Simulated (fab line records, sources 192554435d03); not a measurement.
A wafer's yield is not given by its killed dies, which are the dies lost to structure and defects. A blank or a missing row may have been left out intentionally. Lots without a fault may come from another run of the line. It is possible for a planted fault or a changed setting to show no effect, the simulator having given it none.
Chamber matching ; flow n5_finfet ; pecvd-03 running N5_BEOL_M7_PECVD_70: 3 sister chambers
The step deposits SiO2 from TEOS/O2, target thk 20 nm, time 22.7 s. 3 wafers are shown with their chamber, then 9 later ones without.

== WAFERS PAIRED WITH THEIR CHAMBERS ==
wafer;chamber;throttle_valve_pct (%)
L088.1;1;23.7
L088.3;2;19.6
L088.5;0;24.3

== WAFERS WITH NO CHAMBER GIVEN ==
wafer;throttle_valve_pct (%)
L091.2;23.7
L091.3;19.8
L091.4;20.0
L097.1;24.2
L097.3;19.7
L097.6;24.5
L095.2;23.5
L095.3;19.8
L095.6;24.1

== WHICH CHAMBER EACH ONE RAN IN ==
wafer;from the rows above;in truth
L091.2;1;1
L091.3;2;2
L091.4;2;2
L097.1;can't be placed: 0 or 1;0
L097.3;2;2
L097.6;0;0
L095.2;1;1
L095.3;2;2
L095.6;can't be placed: 0 or 1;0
7 of 9 placed correctly. Cannot be placed on the basis of these rows: 2; the candidates contain the true chamber in 2. 0 placed wrongly.
How it was worked out, from the rows above alone: a wafer's distance from a chamber is the root of the sum, over the readings, of the square of ((its reading less the chamber's mean) divided by the reading's scatter). The wafer belongs to the nearest chamber; if the next one is less than 2 further off, it can't be placed. The mean given for a chamber averages the wafers shown for that chamber. The scatter: root of mean squared gap, hidden wafer to nearest shown wafer, with one shown wafer a chamber.
